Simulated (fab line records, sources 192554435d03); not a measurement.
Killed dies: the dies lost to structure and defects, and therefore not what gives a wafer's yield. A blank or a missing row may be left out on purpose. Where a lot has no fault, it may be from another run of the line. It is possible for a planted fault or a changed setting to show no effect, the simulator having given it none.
fab line records	flow n5-finfet	part 1 of 2: steps 1 to 4 of 6
[record] lots = 24	wafers = 72	last-day = 19
route steps=1938 shown FIN_CUT@165 STI_FIN_REVEAL@199 DUMMY_GATE@240
lots untouched by any fault: they come from a run of this same line in which no faults occurred
start-h: hours from the record's first day to the start of the lot's first wafer shown	wait-h: time in hours since the lot's previous step	" identical to the entry in the row above	L1.1+2: a row that stands for several wafers	- value missing, or start not given	* or withheld: withheld	< > ~ a bound
route shown NAME@n: a module of which the file shows steps, and the number in the route of the first	usual: mean/standard deviation of fault-free wafers	same: alike in all rows	chamber/n: place in a boat	sites: per-site readings	_std_site: standard deviation across them	_edge_site: inner sites' mean taken away from outer sites' mean	radius-mm: for every site, how far away it sits from the centre of the wafer	mask NAME#n: copy n	behind: tool/chamber where the wafer was last shaped	hold: cause of the lot's hold/its duration in hours/its outcome	device: which transistor (n, p or np) failed to switch	end of line: tests of these same wafers at the route's end	a step with no rows: only its recipe	killed: dies lost to structure and defects at the first sort, not the wafer's yield	map: per-die view of a wafer (x killed, . not killed, _ where there is no die)
set.NAME: the setting the step ran with; set.NAME@STEP: the setting that earlier step ran with	model.NAME: the simulator's own value behind a step, which no gauge read
steps of the route over a sample of lots; a table a step, a row a wafer
services: when a tool's chamber went out of use (start-h, in hours from the record's first day, below 0 if earlier), for how many hours, and the reason
[[steps]]
[step N5_FIN_CUT_INSPECT_10]
[recipe] mode = adi	inspect-instrument = brightfield
[usual] raw-defect-count = 43/12
lot.wafer	tool	chamber	start-h	wait-h	raw-defect-count
L074.2	defect-inspect-01	-	27.60	0.0	34
L074.3	"	-	"	"	53
L074.6	"	-	"	"	33
L075.1	defect-inspect-01	-	34.01	0.1	47
L075.2	"	-	"	"	52
L075.5	"	-	"	"	30
L076.2	defect-inspect-02	-	39.87	0.0	65
L076.5	"	-	"	"	33
L076.6	"	-	"	"	27
L077.1	defect-inspect-02	-	45.30	0.1	41
L077.5	"	-	"	"	39
L077.6	"	-	"	"	54
L078.1	defect-inspect-02	-	51.20	0.1	61
L078.3	"	-	"	"	37
L078.6	"	-	"	"	41
L079.3	defect-inspect-02	-	58.47	0.0	33
L079.4	"	-	"	"	43
L079.6	"	-	"	"	49
L080.3	defect-inspect-01	-	62.71	0.0	50
L080.4	"	-	"	"	58
L080.5	"	-	"	"	29
L081.2	defect-inspect-01	-	68.94	0.0	34
L081.4	"	-	"	"	38
L081.5	"	-	"	"	71
L082.1	defect-inspect-01	-	75.80	0.1	38
L082.2	"	-	"	"	39
L082.5	"	-	"	"	44
L083.3	defect-inspect-01	-	80.66	0.0	48
L083.5	"	-	"	"	48
L083.6	"	-	"	"	37
L084.2	defect-inspect-01	-	86.83	0.0	41
L084.4	"	-	"	"	44
L084.6	"	-	"	"	31
L085.3	defect-inspect-02	-	93.18	0.0	40
L085.4	"	-	"	"	47
L085.5	"	-	"	"	41
L086.3	defect-inspect-02	-	98.79	0.0	49
L086.4	"	-	"	"	50
L086.6	"	-	"	"	47
L087.1	defect-inspect-02	-	104.44	0.1	45
L087.2	"	-	"	"	50
L087.3	"	-	"	"	59
L088.1	defect-inspect-01	-	111.65	0.1	37
L088.4	"	-	"	"	24
L088.6	"	-	"	"	21
L089.1	defect-inspect-02	-	117.01	0.1	35
L089.2	"	-	"	"	33
L089.3	"	-	"	"	43
L090.3	defect-inspect-02	-	123.89	0.0	54
L090.4	"	-	"	"	65
L090.6	"	-	"	"	44
L091.2	defect-inspect-02	-	130.14	0.0	40
L091.4	"	-	"	"	33
L091.6	"	-	"	"	52
L092.4	defect-inspect-01	-	136.07	0.0	43
L092.5	"	-	"	"	30
L092.6	"	-	"	"	50
L093.1	defect-inspect-02	-	141.88	0.1	56
L093.5	"	-	"	"	49
L093.6	"	-	"	"	40
L094.2	defect-inspect-02	-	146.75	0.0	48
L094.3	"	-	"	"	51
L094.6	"	-	"	"	37
L095.2	defect-inspect-02	-	152.63	0.0	59
L095.3	"	-	"	"	73
L095.4	"	-	"	"	52
L096.1	defect-inspect-01	-	159.19	0.1	34
L096.3	"	-	"	"	36
L096.5	"	-	"	"	23
L097.1	defect-inspect-02	-	167.62	0.1	19
L097.2	"	-	"	"	55
L097.3	"	-	"	"	43
[step N5_FIN_CUT_CUT_ETCH_26]
[recipe] chemistry = CH3F/O2	target = SiNx	target-depth-a = 390	mask-material = SOC	time-s = 55.7	pressure-mtorr = 30	source-w = 395	bias-w = 73	Ar_flow_sccm = 150	CH3F_flow_sccm = 30	O2_flow_sccm = 20	ion-energy-ev = 120
[usual] drypump-motor-current-A = 5.8/0.51	oes_ar_750_au = 0.78/0.083	oes-product-au = 0.77/0.089	rf-vpp-V = 295/4.6	showerhead-plenum-p-Torr = 2.00/0.055	throttle-valve-pct = 16.36/0.29
lot.wafer	tool	chamber	start-h	wait-h	drypump-motor-current-A	oes_ar_750_au	oes-product-au	rf-hours-counter-h	rf-vpp-V	showerhead-plenum-p-Torr	throttle-valve-pct
L074.2	rie-diel-02	2	28.07	0.0	6.4	0.72	0.71	209	296	1.97	16.67
L074.3	"	3	"	"	6.2	0.73	0.72	171	301	1.92	16.48
L074.6	"	3	"	"	6.2	0.73	0.72	-	301	1.92	16.46
L075.1	rie-diel-01	2	34.50	0.0	5.7	0.66	0.66	254	299	2.05	16.60
L075.2	"	3	"	"	5.4	0.72	0.71	206	305	1.99	16.32
L075.5	"	3	"	"	5.3	0.72	0.71	-	305	1.99	16.34
L076.2	rie-diel-03	3	40.34	0.0	6.7	0.71	0.68	230	294	2.07	16.43
L076.5	"	3	"	"	6.6	0.71	0.69	-	294	2.07	16.45
L076.6	"	2	"	"	5.8	0.79	0.77	-	293	2.02	16.19
L077.1	rie-diel-02	1	45.77	0.0	5.2	0.73	0.74	173	291	1.93	16.74
L077.5	"	0	"	"	5.6	0.71	0.69	-	291	1.97	16.50
L077.6	"	3	"	"	6.2	0.73	0.72	-	301	1.92	16.48
L078.1	rie-diel-02	3	51.67	0.0	6.2	0.72	0.72	178	301	1.92	16.48
L078.3	"	1	"	"	5.2	0.73	0.74	175	289	1.93	16.75
L078.6	"	3	"	"	6.2	0.72	0.72	-	302	1.92	16.47
L079.3	rie-diel-03	1	58.94	0.0	6.0	0.77	0.75	135	289	2.08	16.70
L079.4	"	0	"	"	4.9	0.82	0.82	99	298	2.02	16.04
L079.6	"	2	"	"	5.8	0.78	0.77	-	292	2.02	16.19
L080.3	rie-diel-03	2	63.18	0.0	5.8	0.78	0.77	108	292	2.02	16.19
L080.4	"	3	"	"	6.6	0.71	0.68	235	293	2.06	16.45
L080.5	"	3	"	"	6.6	0.71	0.68	-	292	2.06	16.46
L081.2	rie-diel-02	3	69.41	0.0	6.2	0.72	0.71	183	301	1.92	16.50
L081.4	"	0	"	"	5.6	0.70	0.69	238	293	1.97	16.53
L081.5	"	3	"	"	6.2	0.72	0.71	-	301	1.92	16.49
L082.1	rie-diel-01	0	76.45	0.0	6.5	0.87	0.86	67	293	2.02	16.02
L082.2	"	2	"	"	5.7	0.94	0.94	3	298	2.05	16.12
L082.5	"	3	"	"	5.4	0.72	0.71	-	305	1.98	16.37
L083.3	rie-diel-02	2	81.13	0.0	6.4	0.71	0.70	225	295	1.97	16.70
L083.5	"	2	"	"	6.4	0.72	0.70	-	296	1.97	16.70
L083.6	"	1	"	"	5.2	0.73	0.73	-	289	1.93	16.76
L084.2	rie-diel-03	1	87.30	0.0	6.0	0.76	0.75	142	292	2.08	16.73
L084.4	"	2	"	"	5.7	0.78	0.78	115	294	2.02	16.21
L084.6	"	0	"	"	4.9	0.82	0.80	-	296	2.02	16.07
L085.3	rie-diel-02	2	93.65	0.0	6.4	0.71	0.69	229	296	1.97	16.72
L085.4	"	1	"	"	5.2	0.73	0.73	188	288	1.93	16.76
L085.5	"	3	"	"	6.2	0.71	0.71	-	303	1.92	16.49
L086.3	rie-diel-01	2	99.26	0.0	5.7	0.91	0.91	12	297	2.04	16.13
L086.4	"	2	"	"	5.7	0.90	0.92	-	299	2.04	16.13
L086.6	"	0	"	"	6.5	0.85	0.85	-	293	2.01	16.01
L087.1	rie-diel-03	3	104.91	0.0	6.6	0.70	0.68	249	293	2.06	16.47
L087.2	"	2	"	"	5.8	0.77	0.76	120	294	2.02	16.22
L087.3	"	0	"	"	4.9	0.80	0.81	113	297	2.02	16.06
L088.1	rie-diel-03	0	112.12	0.0	4.9	0.80	0.81	115	298	2.02	16.07
L088.4	"	2	"	"	5.8	0.77	0.76	-	293	2.02	16.22
L088.6	"	1	"	"	6.0	0.75	0.74	-	291	2.08	16.72
L089.1	rie-diel-03	2	117.48	0.0	5.8	0.76	0.76	125	294	2.02	16.23
L089.2	"	0	"	"	4.9	0.81	0.81	117	298	2.02	16.06
L089.3	"	1	"	"	6.1	0.76	0.75	152	290	2.08	16.75
L090.3	rie-diel-01	1	124.43	0.0	5.8	0.94	0.95	15	290	2.12	15.72
L090.4	"	2	"	"	5.7	0.88	0.89	21	299	2.04	16.17
L090.6	"	1	"	"	5.8	0.95	0.95	-	290	2.12	15.73
L091.2	rie-diel-02	0	130.74	0.0	5.6	0.99	1.00	1	291	1.97	16.12
L091.4	"	2	"	"	6.4	0.70	0.68	243	295	1.96	16.73
L091.6	"	3	"	"	6.2	0.71	0.70	-	300	1.91	16.52
L092.4	rie-diel-02	1	136.55	0.0	5.2	0.71	0.70	204	288	1.92	16.79
L092.5	"	0	"	"	5.6	0.97	0.98	-	292	1.97	16.13
L092.6	"	1	"	"	5.2	0.71	0.70	-	288	1.92	16.78
L093.1	rie-diel-02	2	142.73	0.0	6.4	0.69	0.68	247	295	1.96	16.75
L093.5	"	2	"	"	6.4	0.69	0.68	-	294	1.96	16.74
L093.6	"	1	"	"	5.2	0.71	0.71	-	288	1.92	16.80
L094.2	rie-diel-03	0	147.22	0.0	4.9	0.79	0.80	127	297	2.01	16.09
L094.3	"	3	"	"	6.7	0.94	0.95	9	294	2.06	16.08
L094.6	"	3	"	"	6.7	0.95	0.96	-	293	2.06	16.09
L095.2	rie-diel-01	3	153.10	0.0	5.3	0.69	0.69	246	304	1.97	16.41
L095.3	"	0	"	"	6.5	0.84	0.83	93	292	2.01	16.03
L095.4	"	2	"	"	5.8	0.87	0.87	30	298	2.04	16.17
L096.1	rie-diel-01	0	159.66	0.0	6.4	0.83	0.83	95	293	2.01	16.08
L096.3	"	2	"	"	5.8	0.86	0.88	32	299	2.04	16.19
L096.5	"	2	"	"	5.7	0.86	0.87	-	298	2.04	16.18
L097.1	rie-diel-01	2	168.09	0.0	5.7	0.86	0.87	34	298	2.04	16.18
L097.2	"	0	"	"	6.5	0.82	0.82	97	293	2.01	16.04
L097.3	"	1	"	"	5.8	0.91	0.91	28	290	2.12	15.73
[step N5_STI_FIN_REVEAL_ETCH_34]
[recipe] chemistry = H2	mode = isotropic	material = Si	target = Si	target-depth-a = 9.7	temp-c = 20	pressure-mtorr = 4.5	icp-w = 300	bias-w = 0	h2-flow-sccm = 7.5	he-flow-sccm = 142.5
[usual] drypump-motor-current-A = 6.1/0.4	he-flow-sccm = 142.5/0.42	oes-product-au = 1.000/0.016	throttle-valve-pct = 25.8/0.43
lot.wafer	tool	chamber	start-h	wait-h	drypump-motor-current-A	he-flow-sccm	oes-product-au	rf-hours-counter-h	throttle-valve-pct
L074.2	rie-si-05	0	37.12	0.1	6.7	142.5	1.001	42	26.6
L074.3	"	3	"	"	6.5	141.9	1.001	196	25.7
L074.6	"	2	"	"	6.5	142.7	1.009	-	25.2
L075.1	rie-si-01	2	44.03	0.2	5.8	142.3	0.980	90	25.7
L075.2	"	1	"	"	5.9	142.5	0.984	25	25.8
L075.5	"	0	"	"	5.5	142.3	1.017	-	25.9
L076.2	rie-si-05	1	49.44	0.2	5.7	142.6	1.024	58	25.8
L076.5	"	2	"	"	6.5	142.0	1.025	-	25.2
L076.6	"	3	"	"	6.5	142.8	1.011	-	25.6
L077.1	rie-si-04	0	56.26	0.2	5.8	142.4	0.997	4	25.5
L077.5	"	2	"	"	5.5	142.4	1.012	-	25.6
L077.6	"	3	"	"	6.0	142.8	0.978	-	25.3
L078.1	rie-si-05	2	60.69	0.2	6.5	142.9	1.001	108	25.2
L078.3	"	1	"	"	5.7	142.3	1.017	58	25.8
L078.6	"	1	"	"	5.7	142.4	1.025	-	25.8
L079.3	rie-si-04	2	67.53	0.1	5.5	143.2	1.022	18	25.6
L079.4	"	3	"	"	6.0	141.4	0.990	174	25.3
L079.6	"	3	"	"	6.0	142.0	0.995	-	25.3
L080.3	rie-si-04	3	72.06	0.1	6.1	142.3	0.995	174	25.3
L080.4	"	1	"	"	5.8	141.8	0.997	77	25.8
L080.5	"	3	"	"	6.0	142.8	1.001	-	25.2
L081.2	rie-si-05	3	77.88	0.1	6.5	142.6	1.005	197	25.6
L081.4	"	1	"	"	5.8	141.7	1.029	59	25.8
L081.5	"	1	"	"	5.8	142.0	1.039	-	25.8
L082.1	rie-si-05	3	84.99	0.2	6.5	142.9	1.013	197	25.6
L082.2	"	2	"	"	6.5	142.8	1.008	108	25.2
L082.5	"	1	"	"	5.7	142.1	1.023	-	25.8
L083.3	rie-si-01	2	90.14	0.1	5.8	143.0	0.971	91	25.7
L083.5	"	2	"	"	5.8	142.4	0.979	-	25.7
L083.6	"	1	"	"	5.8	142.1	0.980	-	25.8
L084.2	rie-si-05	2	97.14	0.1	6.5	142.8	1.014	109	25.2
L084.4	"	3	"	"	6.6	142.9	1.003	197	25.6
L084.6	"	1	"	"	5.7	142.8	1.022	-	25.8
L085.3	rie-si-05	3	103.71	0.1	6.5	142.2	0.995	197	25.6
L085.4	"	0	"	"	6.6	142.5	0.983	44	26.6
L085.5	"	3	"	"	6.5	141.9	1.002	-	25.6
L086.3	rie-si-05	3	109.12	0.1	6.6	142.5	0.998	197	25.7
L086.4	"	2	"	"	6.5	142.8	0.991	109	25.2
L086.6	"	0	"	"	6.6	142.1	0.978	-	26.6
L087.1	rie-si-04	3	114.04	0.2	6.0	142.9	0.984	175	25.3
L087.2	"	1	"	"	5.8	142.6	0.997	78	25.8
L087.3	"	2	"	"	5.5	143.0	1.015	19	25.6
L088.1	rie-si-04	3	120.89	0.2	6.0	142.1	0.985	175	25.2
L088.4	"	1	"	"	5.7	142.3	0.987	78	25.8
L088.6	"	2	"	"	5.6	142.6	1.012	-	25.6
L089.1	rie-si-05	2	126.04	0.2	6.5	142.1	1.002	109	25.2
L089.2	"	1	"	"	5.7	142.4	1.028	60	25.8
L089.3	"	0	"	"	6.6	143.3	0.988	44	26.6
L090.3	rie-si-04	2	133.76	0.1	5.5	143.3	1.010	19	25.6
L090.4	"	0	"	"	5.8	142.6	0.995	5	25.5
L090.6	"	2	"	"	5.6	142.9	1.026	-	25.6
L091.2	rie-si-01	1	166.32	0.1	5.9	142.9	0.975	27	25.8
L091.4	"	2	"	"	5.8	142.1	0.977	92	25.7
L091.6	"	2	"	"	5.8	142.2	0.969	-	25.7
L093.1	rie-si-01	3	168.55	0.2	6.1	141.9	0.971	171	26.1
L093.5	"	1	"	"	5.9	142.4	0.980	-	25.8
L093.6	"	0	"	"	5.5	143.1	1.021	-	25.9
L092.4	rie-si-05	3	168.93	0.1	6.5	143.3	0.998	-	26.2
L092.5	"	0	"	"	6.6	142.1	0.979	-	26.6
L092.6	"	2	"	"	6.5	142.8	1.011	-	25.2
L094.2	rie-si-05	0	170.26	0.1	6.7	141.5	0.991	45	26.6
L094.3	"	2	"	"	6.5	142.3	1.012	110	25.2
L094.6	"	2	"	"	6.5	142.1	1.022	-	25.2
L095.2	rie-si-04	1	170.59	0.1	5.7	142.2	1.014	79	25.8
L095.3	"	2	"	"	5.5	142.2	1.013	20	25.6
L095.4	"	3	"	"	6.0	142.9	0.994	176	25.2
L096.1	rie-si-05	3	172.49	0.2	6.6	142.4	1.001	1	26.2
L096.3	"	2	"	"	6.5	142.8	1.014	110	25.2
L096.5	"	3	"	"	6.5	142.2	0.993	-	26.2
L097.1	rie-si-01	0	177.62	0.2	5.5	142.2	1.025	32	25.9
L097.2	"	1	"	"	5.9	142.2	0.969	27	25.8
L097.3	"	2	"	"	5.8	141.8	0.993	92	25.7
[step N5_STI_FIN_REVEAL_OXIDATION_31]
[recipe] chemistry = O2_PLASMA_REMOTE	temp-c = 150	time-s = 20	pressure-mtorr = 1000	source-power-w = 2000	o2-flow-sccm = 3000
[usual] drypump-motor-current-A = 6.17/0.18	heater-power-w = 154/12
lot.wafer	tool	chamber	start-h	wait-h	drypump-motor-current-A	heater-power-w	rf-hours-counter-h
L074.2	plasma-asher-01	0	37.18	0.0	6.08	161	25
L074.3	"	1	"	"	6.11	153	-
L074.6	"	1	"	"	6.11	155	-
L075.1	plasma-asher-01	1	44.09	0.0	6.10	155	26
L075.2	"	0	"	"	6.10	159	26
L075.5	"	0	"	"	6.11	164	-
L076.2	plasma-asher-02	0	49.50	0.0	5.96	133	92
L076.5	"	1	"	"	6.54	171	-
L076.6	"	0	"	"	5.97	131	-
L077.1	plasma-asher-02	0	56.32	0.0	5.99	132	93
L077.5	"	0	"	"	5.99	135	-
L077.6	"	1	"	"	6.55	166	-
L078.1	plasma-asher-02	0	60.75	0.0	5.96	130	93
L078.3	"	1	"	"	6.53	167	-
L078.6	"	1	"	"	6.54	168	-
L079.3	plasma-asher-02	0	67.61	0.1	5.95	130	-
L079.4	"	1	"	"	6.55	169	-
L079.6	"	1	"	"	6.54	169	-
L080.3	plasma-asher-01	1	72.14	0.1	6.11	153	-
L080.4	"	0	"	"	6.12	159	-
L080.5	"	1	"	"	6.11	152	-
L081.2	plasma-asher-01	1	77.94	0.0	6.11	148	33
L081.4	"	1	"	"	6.11	151	-
L081.5	"	0	"	"	6.13	160	-
L082.1	plasma-asher-01	0	85.05	0.0	6.12	157	35
L082.2	"	1	"	"	6.13	155	35
L082.5	"	0	"	"	6.13	160	-
L083.3	plasma-asher-01	1	90.22	0.1	6.12	154	-
L083.5	"	1	"	"	6.13	150	-
L083.6	"	0	"	"	6.10	157	-
L084.2	plasma-asher-02	0	97.20	0.0	5.99	131	101
L084.4	"	1	"	"	6.54	168	-
L084.6	"	0	"	"	5.99	134	-
L085.3	plasma-asher-01	0	103.79	0.1	6.12	158	-
L085.4	"	1	"	"	6.14	154	-
L085.5	"	0	"	"	6.11	160	-
L086.3	plasma-asher-02	1	109.20	0.1	6.53	169	-
L086.4	"	0	"	"	6.01	132	-
L086.6	"	0	"	"	5.98	129	-
L087.1	plasma-asher-01	0	114.10	0.0	6.10	159	41
L087.2	"	1	"	"	6.10	153	41
L087.3	"	0	"	"	6.10	154	-
L088.1	plasma-asher-01	0	120.95	0.0	6.09	163	42
L088.4	"	0	"	"	6.11	157	-
L088.6	"	1	"	"	6.13	155	-
L089.1	plasma-asher-02	1	126.10	0.0	6.52	167	106
L089.2	"	0	"	"	6.00	133	106
L089.3	"	0	"	"	5.99	127	-
L090.3	plasma-asher-01	0	133.84	0.1	6.12	161	-
L090.4	"	1	"	"	6.15	154	-
L090.6	"	0	"	"	6.11	156	-
L091.2	plasma-asher-01	1	166.38	0.0	6.12	153	49
L091.4	"	0	"	"	6.11	158	-
L091.6	"	1	"	"	6.10	154	-
L093.1	plasma-asher-01	0	168.61	0.0	6.13	159	49
L093.5	"	0	"	"	6.11	162	-
L093.6	"	1	"	"	6.10	155	-
L092.4	plasma-asher-01	0	168.99	0.0	6.11	160	-
L092.5	"	0	"	"	6.12	161	-
L092.6	"	1	"	"	6.11	151	-
L094.2	plasma-asher-02	1	170.32	0.0	6.51	171	112
L094.3	"	0	"	"	5.96	133	-
L094.6	"	1	"	"	6.50	165	-
L095.2	plasma-asher-01	0	170.65	0.0	6.09	161	50
L095.3	"	1	"	"	6.13	156	-
L095.4	"	0	"	"	6.10	159	-
L096.1	plasma-asher-01	0	172.55	0.0	6.12	160	50
L096.3	"	0	"	"	6.12	157	-
L096.5	"	0	"	"	6.14	161	-
L097.1	plasma-asher-02	1	177.69	0.0	6.54	168	113
L097.2	"	0	"	"	5.98	131	113
L097.3	"	0	"	"	5.98	132	-
